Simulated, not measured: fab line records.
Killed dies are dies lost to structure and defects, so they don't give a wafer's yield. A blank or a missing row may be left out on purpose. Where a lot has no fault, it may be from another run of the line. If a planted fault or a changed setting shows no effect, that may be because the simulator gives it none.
fab line records -- flow n5-finfet
record: lots: 9, wafers: 25, last-day: 17
route steps=1938 shown BEOL_M2@877 BEOL_M4@1111
lots with no fault: from the same line, run without faults
start-h: start of the lot's first displayed wafer, in hours after the record's first day -- wait-h: time in hours since the lot's previous step -- " identical to the entry in the row above -- L1.1+2: a row that stands for several wafers -- - either no value or no given start -- * or withheld: withheld -- < > ~ a bound
route shown NAME@n: names a module that has steps shown in the file, with the first one's number in the route -- usual: mean/standard deviation of fault-free wafers -- same: alike in all rows -- chamber/n: place in a boat -- sites: each site's reading -- _std_site: standard deviation of those values -- _edge_site: inner sites' mean taken away from outer sites' mean -- radius-mm: how far each site lies from the wafer's centre -- mask NAME#n: copy n -- behind: tool/chamber where the wafer was last shaped -- hold: why the lot was held/for how many hours/how that ended -- device: names the non-switching transistor (n, p or np) -- end of line: tests run on the same wafers once the route is complete -- a step given without rows: its recipe and nothing more -- killed: at the first sort, the dies lost to defects and structure; wafer yield is something else -- map: the dies of a wafer, with x for killed, . for not killed, _ for no die there
set.NAME: the setting as run; set.NAME@STEP: as run at that earlier step -- model.NAME: the simulator's own value behind a step, which no gauge read
route steps across a sampled set of lots; one table per step, one row per wafer
services: a tool's chamber out of use, with start hour (start-h, from the record's first day; less than 0 if before it), hours out, and reason
== steps ==
step: N5_BEOL_M2_OVL_MEAS_29
recipe: points-per-wafer: 522
usual: V1_OVL: -0.4/0.58
lot.wafer,tool,chamber,start-h,wait-h,V1_OVL[nm]
L713.1,overlay-02,0,144.13,0.0,-0.9
L713.2,overlay-02,0,144.13,0.0,-0.2
L713.4,overlay-02,0,144.13,0.0,-0.6
L716.1,overlay-02,0,158.57,0.0,0.0
L716.2,overlay-02,0,158.57,0.0,0.0
L716.3,overlay-02,0,158.57,0.0,-0.1
L720.2,overlay-02,0,185.28,0.0,0.2
L720.5,overlay-02,0,185.28,0.0,-1.3
L720.6,overlay-02,0,185.28,0.0,0.0
L724.2,overlay-01,0,208.96,0.0,-1.5
L724.5,overlay-01,0,208.96,0.0,-0.4
L724.6,overlay-01,0,208.96,0.0,-0.8
L725.3,overlay-01,0,214.64,0.0,-0.3
L725.5,overlay-01,0,214.64,0.0,0.0
L725.6,overlay-01,0,214.64,0.0,-1.2
L727.1,overlay-02,0,227.65,0.0,0.1
L727.3,overlay-02,0,227.65,0.0,-0.3
L727.6,overlay-02,0,227.65,0.0,-0.8
L729.1,overlay-02,0,231.57,0.0,0.3
L729.6,overlay-02,0,231.57,0.0,-0.6
L731.1,overlay-01,0,249.98,0.0,0.0
L731.2,overlay-01,0,249.98,0.0,0.1
L735.3,overlay-02,0,271.66,0.0,-0.9
L735.4,overlay-02,0,271.66,0.0,-0.2
L735.5,overlay-02,0,271.66,0.0,-1.1
step: N5_BEOL_M2_TRENCH_ETCH_37
recipe: chemistry: C4F6/O2, target-depth-a: 555.55, target: SiOC, time-s: 29.2, ion-energy-ev: 250, pressure-mtorr: 30, source-w: 355, bias-w: 185, Ar_flow_sccm: 300, C4F6_flow_sccm: 10, O2_flow_sccm: 10
usual: drypump-motor-current-A: 5.7/0.52, oes-product-au: 0.80/0.1, rf-vpp-V: 662/4.2, run-length-s: 52.5/0.49, showerhead-plenum-p-Torr: 2.86/0.092, throttle-valve-pct: 20.84/0.19
lot.wafer,tool,chamber,start-h,wait-h,drypump-motor-current-A,oes-product-au,rf-hours-counter-h,rf-vpp-V,run-length-s,showerhead-plenum-p-Torr,throttle-valve-pct
L713.1,rie-diel-01,3,146.16,-,5.8,0.92,20,656,52.5,2.90,20.67
L713.2,rie-diel-01,1,146.16,-,4.8,0.95,9,654,52.8,2.80,20.53
L713.4,rie-diel-01,1,146.16,-,4.9,0.95,-,654,52.7,2.80,20.52
L716.1,rie-diel-01,1,160.32,-,4.9,0.92,16,654,52.7,2.79,20.53
L716.2,rie-diel-01,0,160.32,-,5.4,0.99,3,661,53.3,2.92,21.03
L716.3,rie-diel-01,2,160.32,-,5.5,0.73,169,666,51.5,2.85,20.78
L720.2,rie-diel-04,0,191.04,-,5.6,0.69,245,660,52.9,2.82,21.35
L720.5,rie-diel-04,2,191.04,-,6.6,0.95,-,667,52.0,3.03,20.84
L720.6,rie-diel-04,0,191.04,-,5.6,0.69,-,661,52.6,2.82,21.33
L724.2,rie-diel-04,2,212.63,-,6.5,0.92,22,667,52.3,3.03,20.86
L724.5,rie-diel-04,3,212.63,-,5.6,0.73,-,664,52.0,2.71,20.63
L724.6,rie-diel-04,1,212.63,-,5.6,0.69,-,663,52.6,2.80,20.78
L725.3,rie-diel-01,3,217.88,-,5.8,0.88,46,657,52.7,2.88,20.71
L725.5,rie-diel-01,2,217.88,-,5.5,0.72,-,666,52.0,2.84,20.79
L725.6,rie-diel-01,1,217.88,-,4.8,0.88,-,654,52.6,2.78,20.56
L727.1,rie-diel-01,0,229.20,-,5.4,0.90,27,663,53.5,2.91,21.06
L727.3,rie-diel-01,2,229.20,-,5.5,0.71,195,665,51.5,2.84,20.80
L727.6,rie-diel-01,2,229.20,-,5.5,0.71,-,664,49.9,2.84,20.81
L729.1,rie-diel-01,3,236.05,-,5.7,0.87,52,658,52.2,2.88,20.71
L729.6,rie-diel-01,3,236.05,-,5.8,0.87,-,657,50.5,2.88,20.71
L731.1,rie-diel-01,3,256.50,-,5.8,0.86,60,657,52.7,2.88,20.72
L731.2,rie-diel-01,2,256.50,-,5.5,0.70,205,664,49.7,2.83,20.81
L735.3,rie-diel-04,1,273.55,-,5.6,0.67,247,663,52.2,2.79,20.82
L735.4,rie-diel-04,1,273.55,-,5.6,0.68,-,662,52.8,2.79,20.83
L735.5,rie-diel-04,3,273.55,-,5.6,0.72,-,665,52.3,2.70,20.66
step: N5_BEOL_M2_ETCH_41
recipe: chemistry: CH3F/O2, target: SiCN, target-depth-a: 299, taper-deg: 2, time-s: 52.5, ion-energy-ev: 120, mask-material: TiN, pressure-mtorr: 30, source-w: 395, bias-w: 75, Ar_flow_sccm: 150, CH3F_flow_sccm: 30, O2_flow_sccm: 20
usual: drypump-motor-current-A: 5.7/0.52, oes-product-au: 0.80/0.1, rf-vpp-V: 297.5/1.7, run-length-s: 75.8/0.44, showerhead-plenum-p-Torr: 2.01/0.068, throttle-valve-pct: 16.31/0.19
lot.wafer,tool,chamber,start-h,wait-h,drypump-motor-current-A,oes-product-au,rf-hours-counter-h,rf-vpp-V,run-length-s,showerhead-plenum-p-Torr,throttle-valve-pct
L713.1,rie-diel-01,3,-,-,5.8,0.93,20,297.4,75.8,2.04,16.13
L713.2,rie-diel-01,1,-,-,4.8,0.95,9,295.5,76.1,1.96,15.94
L713.4,rie-diel-01,1,-,-,4.8,0.94,-,295.4,76.0,1.96,15.97
L716.1,rie-diel-01,1,-,-,4.9,0.94,16,297.6,76.3,1.96,15.97
L716.2,rie-diel-01,0,-,-,5.4,0.99,3,298.5,76.3,2.05,16.42
L716.3,rie-diel-01,2,-,-,5.5,0.72,169,297.2,74.7,2.00,16.22
L720.2,rie-diel-04,0,-,-,5.6,0.68,245,294.9,76.3,1.98,16.80
L720.5,rie-diel-04,2,-,-,6.5,0.94,-,300.1,75.3,2.14,16.21
L720.6,rie-diel-04,0,-,-,5.6,0.69,-,296.6,76.2,1.98,16.83
L724.2,rie-diel-04,2,-,-,6.5,0.91,22,299.3,75.8,2.13,16.22
L724.5,rie-diel-04,3,-,-,5.6,0.73,-,295.5,75.5,1.90,16.16
L724.6,rie-diel-04,1,-,-,5.6,0.68,-,297.0,75.7,1.97,16.31
L725.3,rie-diel-01,3,-,-,5.8,0.87,46,297.9,75.5,2.03,16.17
L725.5,rie-diel-01,2,-,-,5.5,0.71,-,297.0,75.6,1.99,16.29
L725.6,rie-diel-01,1,-,-,4.8,0.90,-,295.1,76.1,1.95,16.01
L727.1,rie-diel-01,0,-,-,5.3,0.91,28,297.7,76.7,2.05,16.45
L727.3,rie-diel-01,2,-,-,5.5,0.71,195,296.4,75.1,1.99,16.28
L727.6,rie-diel-01,2,-,-,5.5,0.72,-,297.8,75.1,1.99,16.29
L729.1,rie-diel-01,3,-,-,5.8,0.86,52,297.1,75.5,2.03,16.21
L729.6,rie-diel-01,3,-,-,5.8,0.87,-,297.0,75.9,2.03,16.19
L731.1,rie-diel-01,3,-,-,5.8,0.87,60,298.0,75.5,2.03,16.20
L731.2,rie-diel-01,2,-,-,5.5,0.71,205,297.0,75.2,1.99,16.30
L735.3,rie-diel-04,1,-,-,5.6,0.67,247,296.4,75.8,1.96,16.37
L735.4,rie-diel-04,1,-,-,5.6,0.66,-,297.2,75.6,1.96,16.38
L735.5,rie-diel-04,3,-,-,5.6,0.71,-,294.3,75.5,1.89,16.19
step: N5_BEOL_M2_OCD_MEAS_38
usual: trench-depth-nm: 55.5/0.8
lot.wafer,tool,chamber,start-h,wait-h,trench-depth-nm
L713.1,ocd-01,-,146.32,-,55.7
L713.2,ocd-01,-,146.32,-,56.7
L713.4,ocd-01,-,146.32,-,55.3
L716.1,ocd-02,-,160.48,-,56.5
L716.2,ocd-02,-,160.48,-,57.4
L716.3,ocd-02,-,160.48,-,55.3
L720.2,ocd-01,-,191.20,-,55.4
L720.5,ocd-01,-,191.20,-,56.6
L720.6,ocd-01,-,191.20,-,54.9
L724.2,ocd-02,-,212.78,-,56.1
L724.5,ocd-02,-,212.78,-,56.3
L724.6,ocd-02,-,212.78,-,55.4
L725.3,ocd-02,-,218.04,-,55.6
L725.5,ocd-02,-,218.04,-,55.3
L725.6,ocd-02,-,218.04,-,54.9
L727.1,ocd-01,-,229.35,-,56.1
L727.3,ocd-01,-,229.35,-,55.1
L727.6,ocd-01,-,229.35,-,52.1
L729.1,ocd-01,-,236.20,-,54.7
L729.6,ocd-01,-,236.20,-,51.9
L731.1,ocd-01,-,256.65,-,55.6
L731.2,ocd-01,-,256.65,-,52.1
L735.3,ocd-01,-,273.71,-,54.2
L735.4,ocd-01,-,273.71,-,54.0
L735.5,ocd-01,-,273.71,-,55.7
step: N5_BEOL_M2_CD_MEAS_35
recipe: target-cd-nm: 18, target-cd-y-nm: 22.2, polarity: opening
usual: cd-nm: 18.0/0.32
lot.wafer,tool,chamber,start-h,wait-h,cd-nm
L713.1,cd-sem-02,-,146.47,0.0,17.0
L713.2,cd-sem-02,-,146.47,0.0,17.6
L713.4,cd-sem-02,-,146.47,0.0,17.6
L716.1,cd-sem-03,-,160.64,0.0,18.5
L716.2,cd-sem-03,-,160.64,0.0,18.0
L716.3,cd-sem-03,-,160.64,0.0,17.9
L720.2,cd-sem-01,-,191.35,0.0,18.4
L720.5,cd-sem-01,-,191.35,0.0,17.9
L720.6,cd-sem-01,-,191.35,0.0,18.1
L724.2,cd-sem-02,-,212.93,0.0,17.9
L724.5,cd-sem-02,-,212.93,0.0,18.2
L724.6,cd-sem-02,-,212.93,0.0,17.9
L725.3,cd-sem-01,-,218.19,0.0,18.0
L725.5,cd-sem-01,-,218.19,0.0,18.8
L725.6,cd-sem-01,-,218.19,0.0,18.0
L727.1,cd-sem-01,-,229.50,0.0,17.9
L727.3,cd-sem-01,-,229.50,0.0,17.4
L727.6,cd-sem-01,-,229.50,0.0,17.6
L729.1,cd-sem-01,-,236.36,0.0,18.0
L729.6,cd-sem-01,-,236.36,0.0,18.4
L731.1,cd-sem-03,-,256.80,0.0,17.9
L731.2,cd-sem-03,-,256.80,0.0,18.1
L735.3,cd-sem-01,-,273.86,0.0,17.7
L735.4,cd-sem-01,-,273.86,0.0,18.0
L735.5,cd-sem-01,-,273.86,0.0,17.6
step: N5_BEOL_M4_RC_MEAS_101
usual: DIBL_N: 36.4/1.5, DIBL_P: 36.6/1.9, IOFF_N: 0.155/0.021, IOFF_P: 0.211/0.028, ION_N: 671/8.6, ION_P: 462/5.8, SS_N: 71.5/0.5, SS_P: 73.4/0.58, VT_N: 250.1/2.4, VT_P: -250.1/3
lot.wafer,tool,chamber,start-h,wait-h,DIBL_N[mV/V],DIBL_P[mV/V],IOFF_N[nA/um],IOFF_P[nA/um],ION_N[uA/um],ION_P[uA/um],SS_N[mV/dec],SS_P[mV/dec],VT_N[mV],VT_P[mV]
L713.1,prober-01,0,176.48,0.0,35.7,35.7,0.152,0.207,677,464,71.3,73.3,249.9,-250.3
L713.2,prober-01,0,176.48,0.0,36.7,36.6,0.157,0.215,676,468,71.8,73.8,249.4,-251.7
L713.4,prober-01,0,176.48,0.0,35.8,35.5,0.149,0.198,664,460,71.7,74.5,251.1,-249.5
L716.1,prober-02,0,186.99,0.0,35.9,35.7,0.146,0.173,668,450,71.1,73.6,250.3,-254.6
L716.2,prober-02,0,186.99,0.0,34.8,34.6,0.130,0.158,665,448,70.9,73.4,251.9,-256.9
L716.3,prober-02,0,186.99,0.0,36.2,35.7,0.145,0.171,664,456,70.9,73.4,248.6,-255.1
L720.2,prober-01,0,214.80,0.2,35.8,36.1,0.159,0.205,677,461,71.3,73.3,249.3,-251.5
L720.5,prober-01,0,214.80,0.2,37.2,38.0,0.187,0.236,683,462,71.7,73.5,245.6,-248.7
L720.6,prober-01,0,214.80,0.2,34.7,35.6,0.134,0.195,658,456,70.5,73.3,251.4,-252.2
L724.2,prober-01,0,236.81,0.2,34.5,32.8,0.128,0.193,666,461,70.5,73.8,250.2,-249.4
L724.5,prober-01,0,236.81,0.2,38.3,37.4,0.196,0.279,681,475,71.3,73.9,242.4,-240.7
L724.6,prober-01,0,236.81,0.2,37.3,35.7,0.183,0.255,686,479,72.2,73.6,245.2,-242.6
L725.3,prober-01,0,244.51,0.3,36.8,35.7,0.153,0.200,669,461,71.3,73.3,250.2,-250.9
L725.5,prober-01,0,244.51,0.3,36.4,34.3,0.132,0.178,669,457,71.5,72.7,254.0,-251.9
L725.6,prober-01,0,244.51,0.3,37.2,35.9,0.162,0.203,672,461,72.4,72.8,247.5,-250.6
L727.1,prober-02,0,253.13,0.0,36.7,36.3,0.153,0.211,667,461,71.8,73.5,250.2,-251.3
L727.3,prober-02,0,253.13,0.0,37.1,36.5,0.157,0.212,678,467,71.4,73.0,248.7,-250.3
L727.6,prober-02,0,253.13,0.0,37.5,38.4,0.169,0.252,690,474,71.5,74.4,245.7,-248.6
L729.1,prober-01,0,268.67,0.0,37.4,37.4,0.165,0.216,673,456,72.4,73.7,249.8,-250.1
L729.6,prober-01,0,268.67,0.0,37.6,37.9,0.167,0.225,669,466,71.7,73.4,250.1,-247.8
L731.1,prober-01,0,280.43,0.0,36.9,37.3,0.160,0.221,665,459,71.8,73.4,252.5,-247.9
L731.2,prober-01,0,280.43,0.0,37.9,38.5,0.186,0.218,686,461,71.9,73.7,247.3,-250.5
L735.3,prober-02,0,308.56,0.3,37.5,37.3,0.160,0.168,675,452,72.1,73.6,248.8,-257.4
L735.4,prober-02,0,308.56,0.3,36.8,37.3,0.155,0.173,675,458,70.9,73.6,248.2,-256.5
L735.5,prober-02,0,308.56,0.3,38.2,38.1,0.175,0.183,691,461,71.8,73.1,247.3,-256.1
== services ==
tool,chamber,start-h,hours,kind
rie-diel-01,0,128.57,-,clean
rie-diel-01,0,128.57,-,consumable-replace:focus-ring
rie-diel-01,0,128.57,21.9,scheduled-down
rie-diel-01,0,128.57,21.9,vent-cycle
rie-diel-04,2,135.03,-,clean
rie-diel-04,2,135.03,-,consumable-replace:focus-ring
rie-diel-04,2,135.03,-,consumable-replace:showerhead
rie-diel-04,2,135.03,19.1,scheduled-down
rie-diel-04,2,135.03,19.1,vent-cycle
rie-diel-04,0,204.28,-,clean
rie-diel-04,0,204.28,-,consumable-replace:focus-ring
rie-diel-04,0,204.28,17.3,scheduled-down
rie-diel-04,0,204.28,17.3,vent-cycle
rie-diel-04,1,217.32,5.2,repair
rie-diel-04,0,265.68,8.2,repair
== key ==
first-sign: step: N5_BEOL_M2_TRENCH_ETCH_37, reading: run-length-s, direction: down, sigmas: 4.9, usual: *, struck: *
effect: step: N5_BEOL_M2_OCD_MEAS_38, reading: trench-depth-nm, direction: down, sigmas: 4.3, usual: 55.5, struck: 52.0
met-at N5_BEOL_M2_TRENCH_ETCH_37
struck-lots L727,L729,L731
struck-wafers L727.6,L729.6,L731.2
not-acting-at N5_BEOL_M2_OVL_MEAS_29,N5_BEOL_M2_ETCH_41,N5_BEOL_M2_CD_MEAS_35
onset-between 217.88 229.20
fault: kind: process-parameter-drift, tool: rie-diel-01, chamber: -, onset-h: 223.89, steps: N5_BEOL_M2_TRENCH_ETCH_37, channel: time-s, offset: *, shape: step, end-h: 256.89, scope: struck-wafers-only, acts-in: *, stated: *
